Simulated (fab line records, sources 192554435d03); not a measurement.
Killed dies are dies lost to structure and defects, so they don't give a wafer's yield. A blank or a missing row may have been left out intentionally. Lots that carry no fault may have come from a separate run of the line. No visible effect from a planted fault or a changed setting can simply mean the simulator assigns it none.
fab line records -- flow n5-finfet
record lots=11, wafers=31, last-day=21
route steps=1938 shown BEOL_M4@1105 BEOL_M5@1112 PASSIVATION@1936
lots that met no fault: taken from a fault-free run of the same line
start-h: the number of hours between the record's first day and the start of the first shown wafer of the lot -- wait-h: hours elapsed since this lot's preceding step -- " identical to the entry in the row above -- L1.1+2: a single row standing in for several wafers -- - no value, or no start was given -- * or withheld: withheld -- < > ~ a bound
route shown NAME@n: NAME is a module with steps in the file, n the number in the route of the first one -- usual: mean/standard deviation of fault-free wafers -- same: alike in all rows -- chamber/n: place in a boat -- sites: readings site by site -- _std_site: the standard deviation of these -- _edge_site: the outer-site mean with the inner-site mean subtracted -- radius-mm: how far each site lies from the wafer's centre -- mask NAME#n: copy n -- behind: the most recent tool/chamber to have shaped the wafer -- hold: the reason the lot was held/the length of the hold in hours/how it ended -- device: the n, p or np transistor that did not switch -- end of line: at the end of the route, the tests of the same wafers -- a step without rows: its recipe alone -- killed: dies that structure and defects cost at the first sort, which is not the same as the wafer's yield -- map: a wafer's dies, marking killed ones x, the rest . and places with no die _
set.NAME: the setting as run; set.NAME@STEP: as run at that earlier step -- model.NAME: the simulator's own value behind a step, which no gauge read
route steps across a sampled set of lots; one table per step, one row per wafer
services: a tool's chamber out of use, with start hour (start-h, from the record's first day; less than 0 if before it), hours out, and reason
## steps
# step N5_BEOL_M4_PRE_CLEAN_60
# recipe gas=NH3/H2, time-s=15, temp-c=*, rf-power-w=300
# usual heater-power-w=93/20, susceptor-temp-C=*
lot.wafer,tool,chamber,start-h,wait-h,heater-power-w,susceptor-temp-C
L898.2,cvd-co-02,1,264.65,0.0,91,*
L898.5,cvd-co-02,0,264.65,0.0,102,*
L898.6,cvd-co-02,1,264.65,0.0,95,*
L899.2,cvd-co-02,2,276.26,0.0,124,*
L899.6,cvd-co-02,2,276.26,0.0,119,*
L900.1,cvd-co-02,2,278.00,0.0,123,*
L900.4,cvd-co-02,2,278.00,0.0,121,*
L900.6,cvd-co-02,1,278.00,0.0,91,*
L903.1,cvd-co-02,2,298.30,0.0,120,*
L903.2,cvd-co-02,1,298.30,0.0,88,*
L903.6,cvd-co-02,1,298.30,0.0,90,*
L904.1,cvd-co-01,0,306.71,0.0,63,*
L904.3,cvd-co-01,1,306.71,0.0,90,*
L904.6,cvd-co-01,1,306.71,0.0,90,*
L905.1,cvd-co-01,0,309.68,0.0,65,*
L905.2,cvd-co-01,1,309.68,0.0,89,*
L905.5,cvd-co-01,0,309.68,0.0,64,*
L909.1,cvd-co-02,0,353.06,0.0,102,*
L909.2,cvd-co-02,2,353.06,0.0,122,*
L909.6,cvd-co-02,0,353.06,0.0,102,*
L912.2,cvd-co-02,1,357.55,0.0,77,*
L912.6,cvd-co-02,1,357.55,0.0,80,*
L914.3,cvd-co-01,0,359.71,0.1,63,*
L914.5,cvd-co-01,0,359.71,0.1,65,*
L914.6,cvd-co-01,1,359.71,0.1,90,*
L917.1,cvd-co-02,0,385.60,0.0,107,*
L917.3,cvd-co-02,2,385.60,0.0,120,*
L917.6,cvd-co-02,1,385.60,0.0,78,*
L919.2,cvd-co-02,0,401.97,0.0,105,*
L919.3,cvd-co-02,1,401.97,0.0,77,*
L919.6,cvd-co-02,0,401.97,0.0,103,*
# step N5_BEOL_M5_ILD_DEP_00
# recipe material=SiCOH_lowk, target-thk-a=1406.4, temp-c=300, precursor=DEMS/porogen, pressure-torr=5, rf-w=500, time-s=25.9
# usual heater-power-w=299/77, showerhead-plenum-p-Torr=5.739/0.018, susceptor-temp-C=300.01/0.19, throttle-valve-pct=14.0/0.51
lot.wafer,tool,chamber,start-h,wait-h,heater-power-w,showerhead-plenum-p-Torr,susceptor-temp-C,throttle-valve-pct
L898.2,pecvd-03,2,265.88,0.7,326,5.768,300.17,13.3
L898.5,pecvd-03,2,265.88,0.7,329,5.762,300.05,13.5
L898.6,pecvd-03,1,265.88,0.7,254,5.734,299.63,14.5
L899.2,pecvd-04,1,277.50,0.7,354,5.716,299.88,14.5
L899.6,pecvd-04,2,277.50,0.7,432,5.752,299.87,13.3
L900.1,pecvd-04,1,279.24,0.8,336,5.706,300.26,14.3
L900.4,pecvd-04,2,279.24,0.8,406,5.758,299.99,13.0
L900.6,pecvd-04,0,279.24,0.8,438,5.714,300.22,14.0
L903.1,pecvd-04,2,299.53,0.8,416,5.742,300.19,13.2
L903.2,pecvd-04,0,299.53,0.8,474,5.735,299.64,14.0
L903.6,pecvd-04,2,299.53,0.8,419,5.737,300.01,13.1
L904.1,pecvd-03,0,307.96,0.8,218,5.726,300.05,14.4
L904.3,pecvd-03,1,307.96,0.8,269,5.738,299.99,14.1
L904.6,pecvd-03,0,307.96,0.8,220,5.721,299.98,13.9
L905.1,pecvd-03,2,310.92,0.8,367,5.762,299.83,13.4
L905.2,pecvd-03,0,310.92,0.8,225,5.733,300.10,14.2
L905.5,pecvd-03,2,310.92,0.8,381,5.761,299.96,13.3
L909.1,pecvd-03,2,354.39,0.8,339,5.764,300.09,13.4
L909.2,pecvd-03,0,354.39,0.8,229,5.751,300.13,14.0
L909.6,pecvd-03,1,354.39,0.8,257,5.751,300.29,14.6
L912.2,pecvd-04,2,359.06,0.7,413,5.747,299.59,13.1
L912.6,pecvd-04,2,359.06,0.7,422,5.750,299.95,13.4
L914.3,pecvd-03,2,361.01,0.5,344,5.756,299.94,13.2
L914.5,pecvd-03,0,361.01,0.5,191,5.746,299.92,14.1
L914.6,pecvd-03,1,361.01,0.5,219,5.744,299.88,14.5
L917.1,pecvd-03,2,386.84,0.8,381,5.765,300.08,13.5
L917.3,pecvd-03,0,386.84,0.8,207,5.719,299.97,14.0
L917.6,pecvd-03,2,386.84,0.8,306,5.768,300.02,13.3
L919.2,pecvd-03,2,403.24,0.7,313,5.776,299.81,13.6
L919.3,pecvd-03,1,403.24,0.7,225,5.725,300.45,14.7
L919.6,pecvd-03,0,403.24,0.7,231,5.742,299.75,14.1
# step N5_BEOL_M5_HM_DEP_02
# recipe material=TiN, target-thk-a=200, temp-c=25, chamber-pressure-pa=0.49996
# usual susceptor-temp-C=25.00/0.12, throttle-valve-pct=30.2/1.2
lot.wafer,tool,chamber,start-h,wait-h,susceptor-temp-C,throttle-valve-pct
L898.2,pvd-sputter-01,-,268.62,2.1,24.98,31.6
L898.5,pvd-sputter-01,-,268.62,2.1,25.10,30.2
L898.6,pvd-sputter-01,-,268.62,2.1,25.15,28.8
L899.2,pvd-sputter-03,-,280.92,2.8,25.11,28.8
L899.6,pvd-sputter-03,-,280.92,2.8,24.94,31.6
L900.1,pvd-sputter-03,-,281.22,1.3,25.01,30.0
L900.4,pvd-sputter-03,-,281.22,1.3,25.01,28.7
L900.6,pvd-sputter-03,-,281.22,1.3,25.17,32.0
L903.1,pvd-sputter-01,-,301.27,1.0,25.04,32.0
L903.2,pvd-sputter-01,-,301.27,1.0,24.92,28.7
L903.6,pvd-sputter-01,-,301.27,1.0,24.92,30.0
L904.1,pvd-sputter-02,-,311.51,2.3,25.01,29.0
L904.3,pvd-sputter-02,-,311.51,2.3,24.88,30.4
L904.6,pvd-sputter-02,-,311.51,2.3,24.84,30.7
L905.1,pvd-sputter-01,-,312.44,0.4,24.79,29.0
L905.2,pvd-sputter-01,-,312.44,0.4,25.19,31.9
L905.5,pvd-sputter-01,-,312.44,0.4,25.13,29.8
L909.1,pvd-sputter-01,-,358.76,3.7,25.21,31.4
L909.2,pvd-sputter-01,-,358.76,3.7,24.88,30.1
L909.6,pvd-sputter-01,-,358.76,3.7,25.05,28.8
L912.2,pvd-sputter-03,-,361.85,1.7,25.04,32.4
L912.6,pvd-sputter-03,-,361.85,1.7,24.88,28.9
L914.3,pvd-sputter-01,-,362.26,0.6,25.06,31.5
L914.5,pvd-sputter-01,-,362.26,0.6,25.12,31.7
L914.6,pvd-sputter-01,-,362.26,0.6,25.17,30.1
L917.1,pvd-sputter-03,-,388.39,0.9,24.96,28.4
L917.3,pvd-sputter-03,-,388.39,0.9,25.17,31.9
L917.6,pvd-sputter-03,-,388.39,0.9,24.97,28.0
L919.2,pvd-sputter-02,-,405.57,1.7,24.96,28.7
L919.3,pvd-sputter-02,-,405.57,1.7,24.99,30.5
L919.6,pvd-sputter-02,-,405.57,1.7,24.96,30.5
# step N5_BEOL_M5_INSPECT_13
# recipe mode=adi, inspect-instrument=brightfield
# usual raw-defect-count=415/120
lot.wafer,tool,chamber,start-h,wait-h,raw-defect-count
L898.2,defect-inspect-02,-,269.22,0.0,489
L898.5,defect-inspect-02,-,269.22,0.0,667
L898.6,defect-inspect-02,-,269.22,0.0,311
L899.2,defect-inspect-01,-,281.55,0.0,362
L899.6,defect-inspect-01,-,281.55,0.0,449
L900.1,defect-inspect-02,-,281.74,0.1,400
L900.4,defect-inspect-02,-,281.74,0.1,311
L900.6,defect-inspect-02,-,281.74,0.1,337
L903.1,defect-inspect-02,-,301.88,0.1,441
L903.2,defect-inspect-02,-,301.88,0.1,366
L903.6,defect-inspect-02,-,301.88,0.1,461
L904.1,defect-inspect-01,-,312.12,0.1,586
L904.3,defect-inspect-01,-,312.12,0.1,693
L904.6,defect-inspect-01,-,312.12,0.1,492
L905.1,defect-inspect-01,-,312.92,0.1,413
L905.2,defect-inspect-01,-,312.92,0.1,360
L905.5,defect-inspect-01,-,312.92,0.1,425
L909.1,defect-inspect-02,-,359.24,0.1,1653
L909.2,defect-inspect-02,-,359.24,0.1,1828
L909.6,defect-inspect-02,-,359.24,0.1,1630
L912.2,defect-inspect-01,-,362.33,0.0,800
L912.6,defect-inspect-01,-,362.33,0.0,587
L914.3,defect-inspect-02,-,362.87,0.0,1530
L914.5,defect-inspect-02,-,362.87,0.0,1569
L914.6,defect-inspect-02,-,362.87,0.0,1594
L917.1,defect-inspect-01,-,390.05,0.1,405
L917.3,defect-inspect-01,-,390.05,0.1,308
L917.6,defect-inspect-01,-,390.05,0.1,255
L919.2,defect-inspect-01,-,406.06,0.0,350
L919.3,defect-inspect-01,-,406.06,0.0,323
L919.6,defect-inspect-01,-,406.06,0.0,341
# step N5_BEOL_M5_DESCUM_16
# recipe chemistry=O2, time-s=7, source-power-w=50, bias-power-w=20, pressure-mtorr=20, rf-frequency-hz=2.712e+07, temp-c=40, resist=CAR-EUV, o2-flow-sccm=225
# usual drypump-motor-current-A=5.7/0.37, oes-product-au=0.79/0.092, rf-vpp-V=243.2/1.6, showerhead-plenum-p-Torr=2.09/0.087, temp-c=40.02/0.12, throttle-valve-pct=20.4/0.32
lot.wafer,tool,chamber,start-h,wait-h,drypump-motor-current-A,oes-product-au,rf-hours-counter-h,rf-vpp-V,showerhead-plenum-p-Torr,temp-c,throttle-valve-pct
L898.2,rie-diel-06,0,269.26,0.0,5.7,0.92,33,242.8,2.06,40.13,20.1
L898.5,rie-diel-06,0,269.26,0.0,5.7,0.91,-,242.4,2.06,40.19,20.1
L898.6,rie-diel-06,3,269.26,0.0,5.4,0.92,-,245.3,2.20,39.89,20.4
L899.2,rie-diel-03,3,281.66,0.1,6.4,0.72,159,243.7,2.10,39.87,20.4
L899.6,rie-diel-03,3,281.66,0.1,6.4,0.72,-,244.1,2.10,39.88,20.4
L900.1,rie-diel-06,1,282.02,0.3,5.6,0.75,166,242.9,2.01,39.98,21.0
L900.4,rie-diel-06,3,282.02,0.3,5.4,0.91,24,244.9,2.20,39.96,20.4
L900.6,rie-diel-06,3,282.02,0.3,5.4,0.92,-,245.4,2.20,40.02,20.4
L903.1,rie-diel-06,2,301.91,0.0,5.8,0.68,208,243.8,2.14,39.97,19.9
L903.2,rie-diel-06,3,301.91,0.0,5.4,0.90,29,245.4,2.20,40.00,20.5
L903.6,rie-diel-06,3,301.91,0.0,5.4,0.90,-,245.8,2.20,40.02,20.4
L904.1,rie-diel-06,2,312.15,0.0,5.8,0.69,210,244.3,2.14,40.01,19.9
L904.3,rie-diel-06,1,312.15,0.0,5.6,0.75,174,241.2,2.01,40.02,21.0
L904.6,rie-diel-06,2,312.15,0.0,5.8,0.69,-,244.2,2.14,39.98,19.9
L905.1,rie-diel-06,2,313.12,0.2,5.8,0.68,210,244.2,2.13,40.02,19.9
L905.2,rie-diel-06,0,313.12,0.2,5.7,0.90,45,242.6,2.06,40.20,20.1
L905.5,rie-diel-06,1,313.12,0.2,5.6,0.75,-,241.9,2.01,40.20,21.0
L909.1,rie-diel-06,1,359.46,0.2,5.7,0.73,190,241.4,2.00,39.86,21.0
L909.2,rie-diel-06,0,359.46,0.2,5.7,0.88,61,243.5,2.05,39.84,20.2
L909.6,rie-diel-06,1,359.46,0.2,5.6,0.73,-,242.1,2.00,39.93,21.0
L912.2,rie-diel-02,0,362.61,0.3,5.8,0.77,127,242.3,2.00,40.10,20.4
L912.6,rie-diel-02,0,362.61,0.3,5.8,0.77,-,242.0,2.00,40.20,20.4
L914.3,rie-diel-02,3,362.90,0.0,5.4,0.78,95,243.9,2.21,39.89,20.2
L914.5,rie-diel-02,2,362.90,0.0,5.9,0.66,-,241.2,1.97,40.02,20.7
L914.6,rie-diel-02,3,362.90,0.0,5.4,0.78,-,243.4,2.21,39.90,20.2
L917.1,rie-diel-02,1,390.09,0.0,4.8,0.73,206,243.4,2.10,40.09,21.0
L917.3,rie-diel-02,0,390.09,0.0,5.8,0.76,140,241.4,2.00,39.88,20.4
L917.6,rie-diel-02,0,390.09,0.0,5.8,0.75,-,241.2,2.00,39.91,20.5
L919.2,rie-diel-02,2,406.09,0.0,5.8,0.97,2,244.1,2.23,39.99,20.5
L919.3,rie-diel-02,1,406.09,0.0,4.8,0.72,213,242.4,2.10,39.94,21.0
L919.6,rie-diel-02,3,406.09,0.0,5.4,0.75,-,245.3,2.21,40.16,20.2
# step N5_PASSIVATION_PROBE_49
# usual defect-limited-yield=91.1/1.4, killed_at_M0_to_M3=34/9.6, killed_at_M4_up=15/5.3, killed-at-contacts=12/6.1, killed-at-front-end=40/11, killed-at-other=3.5/2.8, killed-dies=105/17, killed-on-rim=14/4.3, killed-open=70/12, killed-short=34/7.7, sort_bin_4_leakage=0.01/0.07, sort_bin_5_function=5.2/0.97, sort_bin_6_memory=3.4/0.62, sort_bin_8_speed=0.00/0.023, sort-n-pass=1075/17, sort-yield-pct=91.1/1.4
# same gross-dies=1180, killed-at-back-side=0
lot.wafer,tool,chamber,start-h,wait-h,defect-limited-yield[%],killed_at_M0_to_M3,killed_at_M4_up,killed-at-contacts,killed-at-front-end,killed-at-other,killed-dies,killed-on-rim,killed-open,killed-short,sort_bin_4_leakage[%],sort_bin_5_function[%],sort_bin_6_memory[%],sort_bin_8_speed[%],sort-n-pass,sort-yield-pct[%]
L903.1,prober-02,-,407.84,0.0,92.2,35,12,12,31,2,92,9,58,31,0,4.2,3.3,0,1088,92.2
L903.2,prober-02,-,407.89,0.1,91.8,39,18,11,27,2,97,9,63,32,0,5.6,2.4,0,1083,91.8
L903.6,prober-02,-,408.09,0.3,89.5,48,16,12,43,5,124,14,74,42,0,6.5,3.3,0,1056,89.5
L904.1,prober-02,-,413.05,0.0,91.9,22,8,15,48,2,95,8,66,28,0,3.6,4.2,0,1085,91.9
L904.3,prober-02,-,413.15,0.1,92.4,28,11,14,32,5,90,11,60,30,0,5.1,2.3,0,1090,92.4
L904.6,prober-02,-,413.30,0.3,88.8,45,16,16,55,0,132,20,87,45,0,6.8,4.2,0,1048,88.8
L909.1,prober-01,-,454.47,0.3,78.1,44,162,23,30,0,259,15,86,25,0,13.1,4.6,0,921,78.1
L909.2,prober-01,-,454.52,0.3,80.1,33,148,14,40,0,235,30,72,26,0,12.2,4.2,0,945,80.1
L909.6,prober-01,-,454.72,0.5,83.1,39,114,18,28,1,200,31,74,29,0,9.3,4.6,0,980,83.1
L914.3,prober-01,-,460.34,0.1,77.9,52,166,8,32,3,261,15,80,36,0,13.7,4.6,0,919,77.9
L914.5,prober-01,-,460.44,0.2,77.2,43,158,21,41,6,269,35,94,38,0,13.2,5.4,0,911,77.2
L914.6,prober-01,-,460.49,0.3,78.7,39,148,14,47,3,251,27,83,36,0,12.7,4.5,0,929,78.7
# killed by level:class
L903.1 MOL_CONTACT_COAG:geometric-particle:open=8 BEOL_M0_SAQP:geometric-particle:short=7 BEOL_M2:geometric-particle:open=7 BEOL_M3:geometric-particle:open=6 GATE_CUT:geometric-particle:short=6 BEOL_M0_SAQP:geometric-particle:open=5 BEOL_M4:geometric-particle:open=5 FIN_SAQP:geometric-particle:open=4
L903.2 BEOL_M0_SAQP:geometric-particle:open=13 MOL_CONTACT_COAG:geometric-particle:open=10 BEOL_M4:geometric-particle:open=9 BEOL_M0_SAQP:geometric-particle:short=8 BEOL_M2:geometric-particle:open=6 DUMMY_GATE:geometric-particle:open=5 FIN_SAQP:geometric-particle:short=4 BEOL_M1:geometric-particle:open=4
L903.6 BEOL_M2:geometric-particle:open=12 FIN_SAQP:geometric-particle:short=11 BEOL_M1:geometric-particle:open=10 MOL_CONTACT_COAG:geometric-particle:open=9 BEOL_M0_SAQP:geometric-particle:open=9 BEOL_M0_SAQP:geometric-particle:short=7 HKMG_FIN:area-etch=7 BEOL_M4:geometric-particle:open=6
L904.1 STI_FIN_REVEAL:geometric-particle:open=14 FIN_SAQP:geometric-particle:open=10 MOL_CONTACT_COAG:geometric-particle:open=10 BEOL_M0_SAQP:geometric-particle:open=9 BEOL_M0_SAQP:geometric-particle:short=6 ILD0:geometric-particle:short=5 MOL_CONTACT_COAG:geometric-particle:short=5 GATE_CUT:geometric-particle:short=4
L904.3 MOL_CONTACT_COAG:geometric-particle:open=10 BEOL_M0_SAQP:geometric-particle:open=10 FIN_SAQP:geometric-particle:open=8 BEOL_M0_SAQP:geometric-particle:short=8 STI_FIN_REVEAL:geometric-particle:open=7 BEOL_M4:geometric-particle:open=6 BEOL_M1:geometric-particle:open=5 STARTING-WAFER:geometric-particle:short=5
L904.6 BEOL_M0_SAQP:geometric-particle:open=18 FIN_SAQP:geometric-particle:open=13 FIN_SAQP:geometric-particle:short=11 STI_FIN_REVEAL:geometric-particle:open=11 MOL_CONTACT_COAG:geometric-particle:open=10 BEOL_M0_SAQP:geometric-particle:short=9 BEOL_M4:geometric-particle:open=8 MOL_CONTACT_COAG:geometric-particle:short=6
L909.1 BEOL_M5:unspecified=148 MOL_CONTACT_COAG:geometric-particle:open=20 STI_FIN_REVEAL:geometric-particle:open=10 BEOL_M1:geometric-particle:open=10 BEOL_M0:geometric-particle:open=7 BEOL_M4:geometric-particle:open=7 BEOL_M0_SAQP:geometric-particle:short=6 BEOL_M3:geometric-particle:open=6
L909.2 BEOL_M5:unspecified=137 MOL_CONTACT_COAG:geometric-particle:open=13 DUMMY_GATE:geometric-particle:open=11 BEOL_M0_SAQP:geometric-particle:open=7 BEOL_M4:geometric-particle:open=7 BEOL_M1:geometric-particle:open=6 FIN_SAQP:geometric-particle:open=5 BEOL_M3:geometric-particle:open=5
L909.6 BEOL_M5:unspecified=97 MOL_CONTACT_COAG:geometric-particle:open=17 BEOL_M2:geometric-particle:open=13 BEOL_M1:geometric-particle:open=9 FIN_SAQP:geometric-particle:short=8 BEOL_M4:geometric-particle:open=7 BEOL_M3:geometric-particle:open=5 FIN_SAQP:geometric-particle:open=3
L914.3 BEOL_M5:unspecified=145 STI_FIN_REVEAL:geometric-particle:open=13 BEOL_M0_SAQP:geometric-particle:short=12 BEOL_M0_SAQP:geometric-particle:open=10 BEOL_M3:geometric-particle:open=10 BEOL_M4:geometric-particle:open=10 BEOL_M1:geometric-particle:open=6 BEOL_M2:geometric-particle:open=5
L914.5 BEOL_M5:unspecified=137 MOL_CONTACT_COAG:geometric-particle:open=17 BEOL_M4:geometric-particle:open=12 BEOL_M1:geometric-particle:open=10 FIN_SAQP:geometric-particle:open=8 BEOL_M0_SAQP:geometric-particle:open=8 BEOL_M0_SAQP:geometric-particle:short=6 BEOL_M2:geometric-particle:open=6
L914.6 BEOL_M5:unspecified=131 MOL_CONTACT_COAG:geometric-particle:open=12 FIN_SAQP:geometric-particle:open=10 STI_FIN_REVEAL:geometric-particle:open=10 BEOL_M2:geometric-particle:open=10 BEOL_M1:geometric-particle:open=10 BEOL_M4:geometric-particle:open=7 BEOL_M3:geometric-particle:open=7
## services
tool,chamber,start-h,hours,kind
cvd-co-02,0,247.70,7.2,repair
pvd-sputter-02,-,256.23,2.3,repair
rie-diel-02,2,261.12,1.7,repair
rie-diel-03,3,264.21,16.9,repair
pecvd-04,-,265.32,2.9,repair
rie-diel-03,0,266.87,9.2,repair
rie-diel-02,2,283.39,7.7,repair
pecvd-04,1,306.59,4.1,repair
cvd-co-02,-,311.81,12.3,repair
pecvd-04,-,324.90,0.8,repair
cvd-co-01,2,330.44,103.8,repair
cvd-co-02,1,333.79,-,clean
cvd-co-02,1,333.79,22.0,scheduled-down
cvd-co-02,1,333.79,22.0,vent-cycle
rie-diel-06,2,340.34,7.7,repair
pecvd-04,2,355.79,2.1,scheduled-down
rie-diel-02,1,357.58,23.7,repair
rie-diel-02,-,358.10,0.8,repair
pecvd-04,-,364.73,5.5,pm
rie-diel-02,2,383.25,-,clean
rie-diel-02,2,383.25,-,consumable-replace:focus-ring
rie-diel-02,2,383.25,-,consumable-replace:showerhead
rie-diel-02,2,383.25,17.0,scheduled-down
rie-diel-02,2,383.25,17.0,vent-cycle
## key
first-sign step=N5_BEOL_M5_INSPECT_13, reading=raw-defect-count, direction=up, sigmas=11, usual=415, struck=1634
effect step=N5_PASSIVATION_PROBE_49, reading=killed_at_M4_up, direction=up, sigmas=25, usual=15, struck=149
more-kills-born-at N5_BEOL_M5_HM_DEP_02@pvd-sputter-01=795
met-at N5_BEOL_M5_HM_DEP_02
struck-lots L909,L914
not-acting-at N5_BEOL_M4_PRE_CLEAN_60,N5_BEOL_M5_ILD_DEP_00,N5_BEOL_M5_DESCUM_16
onset-between 312.44 358.76
fault kind=chamber-particle-source, tool=pvd-sputter-01, chamber=-, onset-h=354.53, steps=N5_BEOL_M5_HM_DEP_02, rate-per-visit-cm2=1.7836, end-h=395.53
